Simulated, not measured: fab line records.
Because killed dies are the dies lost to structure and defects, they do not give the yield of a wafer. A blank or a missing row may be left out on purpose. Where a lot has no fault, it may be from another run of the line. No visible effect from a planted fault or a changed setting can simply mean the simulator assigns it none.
Which tool was responsible? || flow nand_harc || 12 lots with 36 wafers sampled at 6 steps, on a route of 1159 steps

== WHAT EACH GAUGE READ, for each wafer ==
NHARC_P_STI_OVL_MEAS_10.
{"lot": "L816", "measured": "day 2 23:08", "on": "overlay-01", "overlay_x_nm (nm)": "-4 -4 -4", "overlay_y_nm (nm)": "-6 -6 -6"}
{"lot": "L826", "measured": "day 5 12:02", "on": "overlay-01", "overlay_x_nm (nm)": "-3 -2 -3", "overlay_y_nm (nm)": "-3 -3 -3"}
{"lot": "L827", "measured": "day 5 17:18", "on": "overlay-02", "overlay_x_nm (nm)": "-3 -2 -3", "overlay_y_nm (nm)": "11 11 11"}
{"lot": "L828", "measured": "day 6 00:38", "on": "overlay-01", "overlay_x_nm (nm)": "-1 -1 -1", "overlay_y_nm (nm)": "1 1 1"}
{"lot": "L829", "measured": "day 6 06:29", "on": "overlay-02", "overlay_x_nm (nm)": "5 5 4", "overlay_y_nm (nm)": "7 6 6"}
{"lot": "L830", "measured": "day 6 12:26", "on": "overlay-02", "overlay_x_nm (nm)": "14 13 13", "overlay_y_nm (nm)": "-3 -3 -3"}
{"lot": "L831", "measured": "day 6 17:28", "on": "overlay-01", "overlay_x_nm (nm)": "-2 -2 -2", "overlay_y_nm (nm)": "8 8 8"}
{"lot": "L833", "measured": "day 7 04:53", "on": "overlay-01", "overlay_x_nm (nm)": "8 7 7", "overlay_y_nm (nm)": "-1 0 0"}
{"lot": "L835", "measured": "day 7 15:13", "on": "overlay-01", "overlay_x_nm (nm)": "12 12 12", "overlay_y_nm (nm)": "4 3 4"}
{"lot": "L834", "measured": "day 7 15:23", "on": "overlay-02", "overlay_x_nm (nm)": "-2 -3 -3", "overlay_y_nm (nm)": "7 7 7"}
{"lot": "L837", "measured": "day 8 02:17", "on": "overlay-02", "overlay_x_nm (nm)": "-12 -11 -11", "overlay_y_nm (nm)": "-7 -7 -7"}
{"lot": "L836", "measured": "day 8 02:19", "on": "overlay-01", "overlay_x_nm (nm)": "3 3 3", "overlay_y_nm (nm)": "13 13 13"}

NHARC_P_GATE_CD_MEAS_46: the cd target is 720 nm.
{"lot": "L816", "measured": "day 5 23:51", "on": "cd_sem-01", "cd_nm (nm)": "- - -"}
{"lot": "L826", "measured": "day 8 12:19", "on": "cd_sem-01", "cd_nm (nm)": "719.6 718.9 723.7"}
{"lot": "L827", "measured": "day 8 13:11", "on": "cd_sem-01", "cd_nm (nm)": "719.9 720.9 721.1"}
{"lot": "L828", "measured": "day 8 18:40", "on": "cd_sem-02", "cd_nm (nm)": "722.1 722.0 722.5"}
{"lot": "L829", "measured": "day 9 00:26", "on": "cd_sem-02", "cd_nm (nm)": "718.3 719.9 718.4"}
{"lot": "L830", "measured": "day 9 08:13", "on": "cd_sem-01", "cd_nm (nm)": "720.7 720.9 721.8"}
{"lot": "L831", "measured": "day 9 13:42", "on": "cd_sem-02", "cd_nm (nm)": "722.4 722.4 719.6"}
{"lot": "L833", "measured": "day 9 18:29", "on": "cd_sem-02", "cd_nm (nm)": "719.5 720.2 717.9"}
{"lot": "L835", "measured": "day 10 11:58", "on": "cd_sem-03", "cd_nm (nm)": "724.8 722.3 721.9"}
{"lot": "L834", "measured": "day 10 12:29", "on": "cd_sem-03", "cd_nm (nm)": "720.7 720.7 721.0"}
{"lot": "L837", "measured": "day 10 19:07", "on": "cd_sem-02", "cd_nm (nm)": "722.2 721.0 721.4"}
{"lot": "L836", "measured": "day 10 18:57", "on": "cd_sem-03", "cd_nm (nm)": "723.4 719.6 719.5"}

NHARC_END_SORT_01.
{"lot": "L816", "measured": "day 19 12:20", "on": "prober-01", "killed_at_array": "27 26 16", "killed_at_other": "5 1 6", "killed_at_periphery": "645 650 655", "killed_dies": "677 677 677", "killed_open": "4 4 3", "killed_short": "3 1 0"}

== EACH LOT AND THE TOOL THAT RAN IT (in order: tool; ch and the chambers of the sampled wafers; start) ==
{"lot": "L816", "NHARC_P_GATE_DESCUM_31": "rie_diel-02 ch 0,1,2, day 5 11:50", "NHARC_P_GATE_EXPOSE_43": "krf_scanner-02 ch 0, day 5 23:41", "NHARC_P_GATE_STRIP_111": "plasma_asher-02 ch 0,1, day 6 00:23"}
{"lot": "L826", "NHARC_P_GATE_DESCUM_31": "rie_diel-02 ch 1,2, day 8 00:31", "NHARC_P_GATE_EXPOSE_43": "krf_scanner-02 ch 0, day 8 12:10", "NHARC_P_GATE_STRIP_111": "plasma_asher-01 ch 0,1, day 8 12:56"}
{"lot": "L827", "NHARC_P_GATE_DESCUM_31": "rie_diel-08 ch 0,2, day 8 01:10", "NHARC_P_GATE_EXPOSE_43": "krf_scanner-03 ch 0, day 8 13:01", "NHARC_P_GATE_STRIP_111": "plasma_asher-01 ch 0,1, day 8 13:46"}
{"lot": "L828", "NHARC_P_GATE_DESCUM_31": "rie_diel-02 ch 0,2,3, day 8 06:39", "NHARC_P_GATE_EXPOSE_43": "krf_scanner-02 ch 0, day 8 18:31", "NHARC_P_GATE_STRIP_111": "plasma_asher-01 ch 0,1, day 8 19:53"}
{"lot": "L829", "NHARC_P_GATE_DESCUM_31": "rie_diel-02 ch 0,2,3, day 8 12:22", "NHARC_P_GATE_EXPOSE_43": "krf_scanner-04 ch 0, day 9 00:17", "NHARC_P_GATE_STRIP_111": "plasma_asher-02 ch 0,1, day 9 00:58"}
{"lot": "L830", "NHARC_P_GATE_DESCUM_31": "rie_diel-04 ch 0,3, day 8 20:20", "NHARC_P_GATE_EXPOSE_43": "krf_scanner-04 ch 0, day 9 08:04", "NHARC_P_GATE_STRIP_111": "plasma_asher-02 ch 0,1, day 9 08:45"}
{"lot": "L831", "NHARC_P_GATE_DESCUM_31": "rie_diel-02 ch 0,1,3, day 9 01:35", "NHARC_P_GATE_EXPOSE_43": "krf_scanner-04 ch 0, day 9 13:33", "NHARC_P_GATE_STRIP_111": "plasma_asher-01 ch 0,1, day 9 14:18"}
{"lot": "L833", "NHARC_P_GATE_DESCUM_31": "rie_diel-02 ch 0,2,3, day 9 06:41", "NHARC_P_GATE_EXPOSE_43": "krf_scanner-03 ch 0, day 9 18:20", "NHARC_P_GATE_STRIP_111": "plasma_asher-01 ch 0,1, day 9 19:07"}
{"lot": "L835", "NHARC_P_GATE_DESCUM_31": "rie_diel-02 ch 1,2,3, day 10 00:04", "NHARC_P_GATE_EXPOSE_43": "krf_scanner-02 ch 0, day 10 11:49", "NHARC_P_GATE_STRIP_111": "plasma_asher-01 ch 0,1, day 10 12:30"}
{"lot": "L834", "NHARC_P_GATE_DESCUM_31": "rie_diel-08 ch 0,1,3, day 10 00:42", "NHARC_P_GATE_EXPOSE_43": "krf_scanner-04 ch 0, day 10 12:20", "NHARC_P_GATE_STRIP_111": "plasma_asher-02 ch 0,1, day 10 13:07"}
{"lot": "L837", "NHARC_P_GATE_DESCUM_31": "rie_diel-02 ch 2,3, day 10 07:28", "NHARC_P_GATE_EXPOSE_43": "krf_scanner-03 ch 0, day 10 18:57", "NHARC_P_GATE_STRIP_111": "plasma_asher-01 ch 0,1, day 10 19:50"}
{"lot": "L836", "NHARC_P_GATE_DESCUM_31": "rie_diel-08 ch 0,1,2, day 10 07:15", "NHARC_P_GATE_EXPOSE_43": "krf_scanner-04 ch 0, day 10 18:48", "NHARC_P_GATE_STRIP_111": "plasma_asher-01 ch 0,1, day 10 19:38"}
- NHARC_P_GATE_DESCUM_31: chemistry O2, time 3 s.
- NHARC_P_GATE_EXPOSE_43: exposes mask P NSD, target cd 720 nm.
- NHARC_P_GATE_STRIP_111: strips in N2/H2, time 250 s.

== AS READ BY THE TOOLS THEMSELVES (means over the sampled wafers that have a number; for cases with no such wafer, the mark the record gives instead) ==
NHARC_P_GATE_DESCUM_31.
{"lot": "L816", "tool": "rie_diel-02", "drypump_motor_current_A (A)": 5.7, "oes_product_au (a.u.)": 0.987, "rf_vpp_V (V)": 57.5, "showerhead_plenum_p_Torr (Torr)": 1.94, "throttle_valve_pct (%)": 11.315}
{"lot": "L826", "tool": "rie_diel-02", "drypump_motor_current_A (A)": 5.9, "oes_product_au (a.u.)": 0.984, "rf_vpp_V (V)": 57.2, "showerhead_plenum_p_Torr (Torr)": 1.92, "throttle_valve_pct (%)": 11.309}
{"lot": "L827", "tool": "rie_diel-08", "drypump_motor_current_A (A)": 5.4, "oes_product_au (a.u.)": 1.012, "rf_vpp_V (V)": 57.9, "showerhead_plenum_p_Torr (Torr)": 1.98, "throttle_valve_pct (%)": 11.307}
{"lot": "L828", "tool": "rie_diel-02", "drypump_motor_current_A (A)": 5.6, "oes_product_au (a.u.)": 0.987, "rf_vpp_V (V)": 58.2, "showerhead_plenum_p_Torr (Torr)": 1.92, "throttle_valve_pct (%)": 11.308}
{"lot": "L829", "tool": "rie_diel-02", "drypump_motor_current_A (A)": 5.6, "oes_product_au (a.u.)": 0.987, "rf_vpp_V (V)": 58.7, "showerhead_plenum_p_Torr (Torr)": 1.92, "throttle_valve_pct (%)": 11.312}
{"lot": "L830", "tool": "rie_diel-04", "drypump_motor_current_A (A)": 5.7, "oes_product_au (a.u.)": 1.000, "rf_vpp_V (V)": 57.3, "showerhead_plenum_p_Torr (Torr)": 1.92, "throttle_valve_pct (%)": 11.309}
{"lot": "L831", "tool": "rie_diel-02", "drypump_motor_current_A (A)": 5.3, "oes_product_au (a.u.)": 0.996, "rf_vpp_V (V)": 57.9, "showerhead_plenum_p_Torr (Torr)": 1.97, "throttle_valve_pct (%)": 11.320}
{"lot": "L833", "tool": "rie_diel-02", "drypump_motor_current_A (A)": 5.6, "oes_product_au (a.u.)": 0.988, "rf_vpp_V (V)": 57.8, "showerhead_plenum_p_Torr (Torr)": 1.92, "throttle_valve_pct (%)": 11.311}
{"lot": "L835", "tool": "rie_diel-02", "drypump_motor_current_A (A)": 5.6, "oes_product_au (a.u.)": 0.995, "rf_vpp_V (V)": 57.8, "showerhead_plenum_p_Torr (Torr)": 1.95, "throttle_valve_pct (%)": 11.321}
{"lot": "L834", "tool": "rie_diel-08", "drypump_motor_current_A (A)": 5.7, "oes_product_au (a.u.)": 1.013, "rf_vpp_V (V)": 57.7, "showerhead_plenum_p_Torr (Torr)": 1.97, "throttle_valve_pct (%)": 11.322}
{"lot": "L837", "tool": "rie_diel-02", "drypump_motor_current_A (A)": 5.5, "oes_product_au (a.u.)": 0.993, "rf_vpp_V (V)": 58.3, "showerhead_plenum_p_Torr (Torr)": 1.94, "throttle_valve_pct (%)": 11.301}
{"lot": "L836", "tool": "rie_diel-08", "drypump_motor_current_A (A)": 5.5, "oes_product_au (a.u.)": 1.003, "rf_vpp_V (V)": 57.9, "showerhead_plenum_p_Torr (Torr)": 1.98, "throttle_valve_pct (%)": 11.315}

NHARC_P_GATE_STRIP_111.
{"lot": "L816", "tool": "plasma_asher-02", "drypump_motor_current_A (A)": 5.93, "heater_power_w (W)": 73, "temp_c (C)": 109.97}
{"lot": "L826", "tool": "plasma_asher-01", "drypump_motor_current_A (A)": 5.61, "heater_power_w (W)": 94, "temp_c (C)": 110.01}
{"lot": "L827", "tool": "plasma_asher-01", "drypump_motor_current_A (A)": 5.56, "heater_power_w (W)": 93, "temp_c (C)": 109.94}
{"lot": "L828", "tool": "plasma_asher-01", "drypump_motor_current_A (A)": 5.57, "heater_power_w (W)": 95, "temp_c (C)": 109.93}
{"lot": "L829", "tool": "plasma_asher-02", "drypump_motor_current_A (A)": 5.91, "heater_power_w (W)": 76, "temp_c (C)": 110.00}
{"lot": "L830", "tool": "plasma_asher-02", "drypump_motor_current_A (A)": 5.92, "heater_power_w (W)": 83, "temp_c (C)": 109.89}
{"lot": "L831", "tool": "plasma_asher-01", "drypump_motor_current_A (A)": 5.48, "heater_power_w (W)": 91, "temp_c (C)": 110.06}
{"lot": "L833", "tool": "plasma_asher-01", "drypump_motor_current_A (A)": 5.49, "heater_power_w (W)": 91, "temp_c (C)": 110.20}
{"lot": "L835", "tool": "plasma_asher-01", "drypump_motor_current_A (A)": 5.57, "heater_power_w (W)": 95, "temp_c (C)": 110.06}
{"lot": "L834", "tool": "plasma_asher-02", "drypump_motor_current_A (A)": 5.89, "heater_power_w (W)": 82, "temp_c (C)": 110.00}
{"lot": "L837", "tool": "plasma_asher-01", "drypump_motor_current_A (A)": 5.53, "heater_power_w (W)": 94, "temp_c (C)": 109.94}
{"lot": "L836", "tool": "plasma_asher-01", "drypump_motor_current_A (A)": 5.44, "heater_power_w (W)": 91, "temp_c (C)": 109.90}

== THE ANSWER, worked out from the rows above alone ==
Rule: the usual values come from the lots themselves. The widest of any qualifying gaps counts: lots, ordered by their means at a reading, are off when they make up no more than a third of the lots, leave a main group of 4 or more, and stand apart from it by 3 or more times the standard deviation of that group's means. A main group whose means are all the same, to the digits that the tables above print for the reading, isn't used. Also off: a lot with no number at a reading for which 4 or more lots have one. Any other lot the step has rows for is counted as sound. First the gauges in route order, then the tools' own readings, where a lot's mean is used as printed above. The first step at which some lot is off is used, and at that step the reading that is off furthest; a lot without a number counts as furthest.
Off at NHARC_P_GATE_CD_MEAS_46 (cd_nm): L816. Without a number there: L816. The main group: mean 720.9 nm, standard deviation 1.1.
If a tool, at a process step before that reading, ran all the lots that are off and no sound lot after the first of them, it fits. Not tried: the gauges at NHARC_P_GATE_CD_MEAS_46; whatever is off there is also off at NHARC_P_GATE_STRIP_111, on other tools, and gauge error can't account for it. No candidate that was tried fits.

== WHAT THE SIMULATOR HAD PUT IN ==
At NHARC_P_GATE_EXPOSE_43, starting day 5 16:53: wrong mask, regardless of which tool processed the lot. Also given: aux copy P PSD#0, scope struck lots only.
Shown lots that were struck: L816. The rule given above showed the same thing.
